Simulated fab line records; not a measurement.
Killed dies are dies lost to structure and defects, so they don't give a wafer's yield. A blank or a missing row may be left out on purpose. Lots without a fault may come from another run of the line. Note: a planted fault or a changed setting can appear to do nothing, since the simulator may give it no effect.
fab line records | flow n5-finfet | part 2 of 2: steps 5 to 6 of 6
record lots=19 | wafers=57 | last-day=17
route steps=1938 shown BEOL_M4@1035 BEOL_M5@1112
lots that met no fault: from a run of the same line without faults
start-h: start of the lot's first displayed wafer, in hours after the record's first day | wait-h: time in hours since the lot's previous step | " unchanged from the row above | L1.1+2: a single row standing in for several wafers | - either no value or no given start | * or withheld: withheld | < > ~ a bound
route shown NAME@n: NAME is a module with steps in the file, n the number in the route of the first one | usual: the fault-free wafers' mean and standard deviation | same: alike in all rows | chamber/n: place in a boat | sites: per-site readings | _std_site: standard deviation of those values | _edge_site: mean of outer sites minus mean of inner sites | radius-mm: how far each site lies from the wafer's centre | mask NAME#n: copy n | behind: the most recent tool/chamber to have shaped the wafer | hold: why the lot was held/for how many hours/how that ended | device: the transistor (n, p or np) that didn't switch | end of line: at the end of the route, the tests of the same wafers | a step without rows: its recipe alone | killed: dies that structure and defects cost at the first sort, which is not the same as the wafer's yield | map: the dies of a wafer, with x for killed, . for not killed, _ for no die there
set.NAME: the setting that was run; set.NAME@STEP: the one run at that earlier step | model.NAME: the simulator's own value behind a step, which no gauge read
one table for each step of the route and one row for each wafer, over a sample of lots
services: when a tool's chamber went out of use (start-h, in hours from the record's first day, below 0 if earlier), for how many hours, and the reason
## steps
# step N5_BEOL_M5_ETCH_67
# recipe chemistry=CF4 | target=SiARC | target-depth-a=156 | mask-material=CAR-EUV | time-s=26 | ion-energy-ev=80 | pressure-mtorr=40 | source-w=545 | bias-w=36 | Ar_flow_sccm=100 | cf4-flow-sccm=100 | ends=cleared
# usual drypump-motor-current-A=5.8/0.5 | etch-rf-on-time-s=25.9/0.44 | mfc-ar-sccm=100.0/0.3 | oes-product-au=0.69/0.065 | rf-vpp-V=184.4/1.1 | showerhead-plenum-p-Torr=2.17/0.062 | throttle-valve-pct=15.52/0.24
lot.wafer | tool        | chamber | start-h | wait-h | drypump-motor-current-A | etch-rf-on-time-s | mfc-ar-sccm | oes-product-au | rf-hours-counter-h | rf-vpp-V | showerhead-plenum-p-Torr | throttle-valve-pct
L074.2    | rie-diel-02 | 3       | 168.32  | 0.0    | 4.9                     | 26.3              | 99.5        | 0.59           | 231                | 184.5    | 2.20                     | 15.84
L074.3    | "           | 2       | "       | "      | 5.0                     | 25.6              | 99.6        | 0.70           | 83                 | 184.8    | 2.08                     | 15.61
L074.4    | "           | 0       | "       | "      | 6.1                     | 25.9              | 100.3       | 0.66           | 140                | 185.0    | 2.22                     | 15.23
L075.1    | rie-diel-03 | 0       | 185.36  | 0.0    | 5.7                     | 26.4              | 99.8        | 0.80           | 20                 | 182.9    | 2.10                     | 15.04
L075.4    | "           | 1       | "       | "      | 6.6                     | 26.3              | 100.1       | 0.62           | 201                | 185.5    | 2.20                     | 15.71
L075.5    | "           | 1       | "       | "      | 6.6                     | 26.2              | 100.1       | 0.62           | -                  | 184.4    | 2.20                     | 15.70
L077.2    | rie-diel-02 | 1       | 187.53  | 0.0    | 5.8                     | 26.2              | 99.9        | 0.59           | 243                | 182.3    | 2.11                     | 16.07
L077.3    | "           | 3       | "       | "      | 4.9                     | 26.7              | 100.4       | 0.58           | 237                | 185.0    | 2.20                     | 15.87
L077.4    | "           | 0       | "       | "      | 6.1                     | 25.8              | 100.0       | 0.65           | 145                | 184.7    | 2.22                     | 15.25
L076.3    | rie-diel-03 | 1       | 192.37  | 0.0    | 6.6                     | 26.2              | 99.9        | 0.62           | 204                | 184.1    | 2.20                     | 15.70
L076.5    | "           | 2       | "       | "      | 6.4                     | 25.9              | 100.3       | 0.74           | -                  | 184.6    | 2.26                     | 15.40
L076.6    | "           | 3       | "       | "      | 5.8                     | 25.2              | 100.4       | 0.78           | -                  | 184.9    | 2.18                     | 15.42
L078.1    | rie-diel-01 | 0       | 196.62  | 0.0    | 5.8                     | 25.8              | 100.3       | 0.71           | 53                 | 186.2    | 2.26                     | 15.67
L078.4    | "           | 1       | "       | "      | 5.7                     | 25.8              | 100.4       | 0.66           | 140                | 183.7    | 2.15                     | 15.55
L078.5    | "           | 0       | "       | "      | 5.8                     | 25.6              | 100.1       | 0.72           | -                  | 184.7    | 2.26                     | 15.66
L079.1    | rie-diel-02 | 0       | 196.69  | 0.0    | 6.1                     | 25.8              | 99.7        | 0.66           | 148                | 185.6    | 2.22                     | 15.26
L079.4    | "           | 3       | "       | "      | 4.9                     | 26.4              | 99.8        | 0.58           | 239                | 184.3    | 2.20                     | 15.88
L079.6    | "           | 3       | "       | "      | 4.9                     | 26.3              | 100.1       | 0.59           | -                  | 185.1    | 2.20                     | 15.87
L080.3    | rie-diel-01 | 0       | 209.64  | 0.0    | 5.8                     | 25.5              | 99.9        | 0.72           | 56                 | 185.2    | 2.26                     | 15.66
L080.4    | "           | 1       | "       | "      | 5.7                     | 25.6              | 99.9        | 0.67           | 143                | 185.2    | 2.15                     | 15.57
L080.5    | "           | 3       | "       | "      | 5.5                     | 25.9              | 99.7        | 0.75           | -                  | 184.8    | 2.19                     | 15.49
L081.3    | rie-diel-03 | 0       | 219.07  | 0.0    | 5.7                     | 26.8              | 99.5        | 0.76           | 30                 | 183.3    | 2.10                     | 15.07
L081.5    | "           | 0       | "       | "      | 5.7                     | 26.2              | 100.0       | 0.78           | -                  | 184.7    | 2.10                     | 15.06
L081.6    | "           | 3       | "       | "      | 5.7                     | 25.1              | 100.7       | 0.77           | -                  | 185.0    | 2.18                     | 15.44
L082.1    | rie-diel-01 | 0       | 223.47  | 0.0    | 5.8                     | 25.3              | 100.3       | 0.72           | 60                 | 183.9    | 2.26                     | 15.70
L082.4    | "           | 3       | "       | "      | 5.5                     | 26.0              | 100.6       | 0.74           | 48                 | 183.4    | 2.18                     | 15.52
L082.6    | "           | 0       | "       | "      | 5.8                     | 25.4              | 100.0       | 0.72           | -                  | 186.4    | 2.26                     | 15.66
L083.1    | rie-diel-02 | 2       | 227.59  | 0.0    | 5.0                     | 25.8              | 99.4        | 0.69           | 97                 | 183.4    | 2.08                     | 15.63
L083.4    | "           | 3       | "       | "      | 4.9                     | 26.3              | 100.1       | 0.57           | -                  | 184.1    | 2.19                     | 15.88
L083.5    | "           | 0       | "       | "      | 6.1                     | 26.1              | 100.1       | 0.64           | -                  | 183.7    | 2.22                     | 15.28
L085.3    | rie-diel-02 | 1       | 242.19  | 0.0    | 5.8                     | 26.1              | 100.4       | 0.85           | 1                  | 184.2    | 2.11                     | 15.60
L085.5    | "           | 2       | "       | "      | 5.1                     | 25.8              | 99.8        | 0.68           | -                  | 183.7    | 2.08                     | 15.64
L085.6    | "           | 3       | "       | "      | 4.9                     | 26.4              | 99.4        | 0.57           | -                  | 183.9    | 2.19                     | 15.91
L084.1    | rie-diel-01 | 1       | 250.31  | 0.0    | 5.6                     | 25.8              | 100.2       | 0.65           | 158                | 183.7    | 2.14                     | 15.59
L084.2    | "           | 3       | "       | "      | 5.5                     | 26.1              | 99.8        | 0.74           | 56                 | 182.6    | 2.18                     | 15.53
L084.6    | "           | 0       | "       | "      | 5.8                     | 25.7              | 100.1       | 0.70           | -                  | 186.6    | 2.26                     | 15.70
L089.1    | rie-diel-03 | 0       | 266.13  | 0.0    | 5.7                     | 26.5              | 99.8        | 0.76           | 42                 | 184.3    | 2.09                     | 15.08
L089.4    | "           | 2       | "       | "      | 6.4                     | 26.2              | 100.1       | 0.72           | 63                 | 185.4    | 2.26                     | 15.43
L089.6    | "           | 3       | "       | "      | 5.7                     | 25.2              | 100.2       | 0.75           | -                  | 184.5    | 2.17                     | 15.47
L090.2    | rie-diel-01 | 1       | 270.15  | 0.0    | 5.6                     | 26.0              | 99.7        | 0.65           | 163                | 183.8    | 2.14                     | 15.61
L090.3    | "           | 0       | "       | "      | 5.8                     | 26.1              | 99.9        | 0.69           | 74                 | 186.2    | 2.26                     | 15.71
L090.6    | "           | 2       | "       | "      | 4.9                     | 25.7              | 100.2       | 0.69           | -                  | 181.8    | 2.07                     | 15.37
L091.1    | rie-diel-02 | 1       | 270.35  | 0.0    | 5.8                     | 25.9              | 100.1       | 0.80           | 12                 | 183.7    | 2.10                     | 15.62
L091.2    | "           | 0       | "       | "      | 6.1                     | 25.8              | 99.9        | 0.64           | 172                | 185.7    | 2.21                     | 15.32
L091.3    | "           | 0       | "       | "      | 6.1                     | 25.9              | 100.1       | 0.64           | -                  | 184.7    | 2.21                     | 15.32
L092.2    | rie-diel-03 | 1       | 287.69  | 0.0    | 6.6                     | 26.7              | 99.4        | 0.60           | 236                | 184.3    | 2.19                     | 15.76
L092.4    | "           | 3       | "       | "      | 5.8                     | 25.4              | 99.7        | 0.73           | 59                 | 184.5    | 2.17                     | 15.48
L092.5    | "           | 3       | "       | "      | 5.8                     | 25.5              | 100.0       | 0.74           | -                  | 185.0    | 2.17                     | 15.49
L094.1    | rie-diel-03 | 2       | 302.44  | 0.0    | 6.4                     | 25.7              | 99.8        | 0.71           | 75                 | 185.9    | 2.25                     | 15.48
L094.3    | "           | 0       | "       | "      | 5.6                     | 26.1              | 100.6       | 0.75           | 52                 | 182.5    | 2.09                     | 15.08
L094.4    | "           | 3       | "       | "      | 5.7                     | 24.8              | 99.2        | 0.74           | 64                 | 183.6    | 2.17                     | 15.49
L095.2    | rie-diel-03 | 3       | 306.88  | 0.0    | 5.7                     | 25.2              | 100.2       | 0.73           | 65                 | 184.3    | 2.17                     | 15.50
L095.4    | "           | 1       | "       | "      | 6.5                     | 26.4              | 99.3        | 0.60           | 241                | 184.3    | 2.19                     | 15.78
L095.5    | "           | 2       | "       | "      | 6.4                     | 25.7              | 99.8        | 0.71           | -                  | 184.8    | 2.25                     | 15.49
L097.3    | rie-diel-03 | 3       | 320.35  | 0.0    | 5.7                     | 25.1              | 99.9        | 0.73           | 69                 | 184.8    | 2.17                     | 15.51
L097.4    | "           | 2       | "       | "      | 6.4                     | 25.8              | 100.3       | 0.70           | 80                 | 183.9    | 2.25                     | 15.48
L097.6    | "           | 2       | "       | "      | 6.4                     | 25.8              | 100.2       | 0.70           | -                  | 185.8    | 2.25                     | 15.48
# step N5_BEOL_M5_STRIP_91
# recipe chemistry=N2/H2 | time-s=10 | power-w=450 | temp-c=40 | pressure-mtorr=20 | rf-frequency-hz=6e+07 | bias-power-w=7 | n2-flow-sccm=200 | h2-flow-sccm=200
# usual drypump-motor-current-A=5.8/0.5 | oes-product-au=0.81/0.078 | rf-vpp-V=59.3/0.91 | showerhead-plenum-p-Torr=2.58/0.08 | throttle-valve-pct=23.51/0.18
# same time-s=10
lot.wafer | tool        | chamber | start-h | wait-h | drypump-motor-current-A | oes-product-au | rf-hours-counter-h | rf-vpp-V | showerhead-plenum-p-Torr | throttle-valve-pct
L074.2    | rie-diel-02 | 3       | -       | -      | 4.9                     | 0.70           | 231                | 61.0     | 2.61                     | 23.51
L074.3    | "           | 2       | "       | "      | 5.0                     | 0.82           | 83                 | 59.3     | 2.46                     | 23.64
L074.4    | "           | 0       | "       | "      | 6.1                     | 0.76           | 140                | 59.5     | 2.66                     | 23.47
L075.1    | rie-diel-03 | 0       | -       | -      | 5.6                     | 0.93           | 20                 | 59.4     | 2.49                     | 23.07
L075.4    | "           | 1       | "       | "      | 6.6                     | 0.72           | 201                | 59.8     | 2.62                     | 23.60
L075.5    | "           | 1       | "       | "      | 6.6                     | 0.72           | -                  | 60.9     | 2.62                     | 23.56
L077.2    | rie-diel-02 | 1       | -       | -      | 5.8                     | 0.69           | 244                | 59.2     | 2.50                     | 23.94
L077.3    | "           | 3       | "       | "      | 4.9                     | 0.69           | 237                | 59.2     | 2.60                     | 23.53
L077.4    | "           | 0       | "       | "      | 6.1                     | 0.76           | 146                | 59.1     | 2.66                     | 23.50
L076.3    | rie-diel-03 | 1       | -       | -      | 6.6                     | 0.71           | 204                | 58.9     | 2.62                     | 23.59
L076.5    | "           | 2       | "       | "      | 6.4                     | 0.88           | -                  | 59.8     | 2.71                     | 23.51
L076.6    | "           | 3       | "       | "      | 5.7                     | 0.89           | -                  | 60.5     | 2.59                     | 23.49
L078.1    | rie-diel-01 | 0       | -       | -      | 5.8                     | 0.84           | 53                 | 58.0     | 2.68                     | 23.62
L078.4    | "           | 1       | "       | "      | 5.7                     | 0.77           | 140                | 58.5     | 2.55                     | 23.58
L078.5    | "           | 0       | "       | "      | 5.8                     | 0.84           | -                  | 58.7     | 2.68                     | 23.61
L079.1    | rie-diel-02 | 0       | -       | -      | 6.1                     | 0.76           | 148                | 61.0     | 2.66                     | 23.48
L079.4    | "           | 3       | "       | "      | 4.9                     | 0.68           | 239                | 60.6     | 2.60                     | 23.53
L079.6    | "           | 3       | "       | "      | 4.9                     | 0.69           | -                  | 60.6     | 2.60                     | 23.54
L080.3    | rie-diel-01 | 0       | -       | -      | 5.8                     | 0.84           | 56                 | 60.9     | 2.68                     | 23.63
L080.4    | "           | 1       | "       | "      | 5.7                     | 0.77           | 143                | 58.4     | 2.55                     | 23.59
L080.5    | "           | 3       | "       | "      | 5.5                     | 0.89           | -                  | 58.3     | 2.58                     | 23.48
L081.3    | rie-diel-03 | 0       | -       | -      | 5.7                     | 0.91           | 30                 | 58.6     | 2.49                     | 23.08
L081.5    | "           | 0       | "       | "      | 5.7                     | 0.91           | -                  | 58.2     | 2.49                     | 23.09
L081.6    | "           | 3       | "       | "      | 5.7                     | 0.88           | -                  | 60.6     | 2.58                     | 23.51
L082.1    | rie-diel-01 | 0       | -       | -      | 5.8                     | 0.83           | 60                 | 60.6     | 2.68                     | 23.62
L082.4    | "           | 3       | "       | "      | 5.5                     | 0.87           | 48                 | 59.3     | 2.58                     | 23.49
L082.6    | "           | 0       | "       | "      | 5.8                     | 0.83           | -                  | 61.1     | 2.68                     | 23.63
L083.1    | rie-diel-02 | 2       | -       | -      | 5.0                     | 0.80           | 97                 | 57.7     | 2.46                     | 23.62
L083.4    | "           | 3       | "       | "      | 4.9                     | 0.68           | -                  | 60.2     | 2.60                     | 23.54
L083.5    | "           | 0       | "       | "      | 6.1                     | 0.75           | -                  | 59.5     | 2.65                     | 23.49
L085.3    | rie-diel-02 | 1       | -       | -      | 5.8                     | 1.00           | 1                  | 59.0     | 2.49                     | 23.58
L085.5    | "           | 2       | "       | "      | 5.1                     | 0.81           | -                  | 57.0     | 2.45                     | 23.63
L085.6    | "           | 3       | "       | "      | 4.9                     | 0.68           | -                  | 59.2     | 2.60                     | 23.54
L084.1    | rie-diel-01 | 1       | -       | -      | 5.7                     | 0.76           | 158                | 59.1     | 2.54                     | 23.61
L084.2    | "           | 3       | "       | "      | 5.5                     | 0.86           | 56                 | 59.2     | 2.57                     | 23.52
L084.6    | "           | 0       | "       | "      | 5.8                     | 0.82           | -                  | 60.8     | 2.67                     | 23.63
L089.1    | rie-diel-03 | 0       | -       | -      | 5.6                     | 0.90           | 42                 | 59.7     | 2.48                     | 23.09
L089.4    | "           | 2       | "       | "      | 6.4                     | 0.85           | 63                 | 60.7     | 2.70                     | 23.55
L089.6    | "           | 3       | "       | "      | 5.8                     | 0.86           | -                  | 58.4     | 2.58                     | 23.52
L090.2    | rie-diel-01 | 1       | -       | -      | 5.7                     | 0.75           | 164                | 57.8     | 2.54                     | 23.61
L090.3    | "           | 0       | "       | "      | 5.8                     | 0.82           | 75                 | 60.0     | 2.67                     | 23.65
L090.6    | "           | 2       | "       | "      | 4.9                     | 0.81           | -                  | 59.6     | 2.45                     | 23.17
L091.1    | rie-diel-02 | 1       | -       | -      | 5.8                     | 0.94           | 12                 | 59.5     | 2.49                     | 23.58
L091.2    | "           | 0       | "       | "      | 6.1                     | 0.74           | 172                | 59.6     | 2.64                     | 23.53
L091.3    | "           | 0       | "       | "      | 6.1                     | 0.73           | -                  | 60.2     | 2.65                     | 23.52
L092.2    | rie-diel-03 | 1       | -       | -      | 6.6                     | 0.70           | 236                | 60.3     | 2.61                     | 23.62
L092.4    | "           | 3       | "       | "      | 5.8                     | 0.86           | 59                 | 59.2     | 2.57                     | 23.53
L092.5    | "           | 3       | "       | "      | 5.8                     | 0.85           | -                  | 58.1     | 2.57                     | 23.55
L094.1    | rie-diel-03 | 2       | -       | -      | 6.4                     | 0.82           | 75                 | 58.1     | 2.70                     | 23.56
L094.3    | "           | 0       | "       | "      | 5.7                     | 0.88           | 52                 | 59.7     | 2.48                     | 23.11
L094.4    | "           | 3       | "       | "      | 5.8                     | 0.84           | 64                 | 59.2     | 2.57                     | 23.54
L095.2    | rie-diel-03 | 3       | -       | -      | 5.7                     | 0.84           | 65                 | 58.3     | 2.57                     | 23.55
L095.4    | "           | 1       | "       | "      | 6.6                     | 0.70           | 241                | 59.6     | 2.60                     | 23.60
L095.5    | "           | 2       | "       | "      | 6.4                     | 0.83           | -                  | 61.3     | 2.69                     | 23.55
L097.3    | rie-diel-03 | 3       | -       | -      | 5.8                     | 0.84           | 69                 | 59.2     | 2.57                     | 23.56
L097.4    | "           | 2       | "       | "      | 6.4                     | 0.82           | 80                 | 59.3     | 2.69                     | 23.57
L097.6    | "           | 2       | "       | "      | 6.4                     | 0.83           | -                  | 59.1     | 2.69                     | 23.57
## services
tool        | chamber | start-h | hours | kind
rie-diel-01 | 3       | 135.89  | 14.2  | repair
rie-diel-02 | 0       | 141.71  | 3.3   | repair
pecvd-01    | -       | 145.65  | 1.2   | repair
rie-diel-03 | 3       | 151.46  | 4.3   | repair
pecvd-01    | -       | 154.03  | 5.5   | pm
rie-diel-03 | 2       | 170.31  | 8.0   | repair
pecvd-03    | 0       | 199.89  | 3.5   | repair
rie-diel-03 | 3       | 214.67  | 3.1   | repair
rie-diel-01 | 0       | 216.59  | 1.2   | repair
rie-diel-02 | -       | 219.04  | 0.7   | repair
rie-diel-03 | 2       | 224.91  | 9.3   | repair
rie-diel-03 | 0       | 240.51  | 12.8  | repair
rie-diel-02 | 3       | 256.42  | 2.8   | repair
rie-diel-02 | 2       | 267.02  | 6.3   | repair
pecvd-03    | -       | 268.76  | 0.7   | repair
pecvd-03    | -       | 270.53  | 0.7   | repair
pecvd-03    | 2       | 273.06  | 3.7   | repair
pecvd-01    | 1       | 289.93  | 18.0  | repair
pecvd-01    | 0       | 293.05  | 6.1   | repair
rie-diel-01 | 0       | 301.30  | 18.0  | repair
rie-diel-01 | 2       | 304.72  | 3.9   | repair
pecvd-03    | -       | 307.08  | 2.8   | pm
rie-diel-04 | 0       | 314.36  | 2.7   | repair
rie-diel-02 | -       | 315.20  | 0.5   | repair
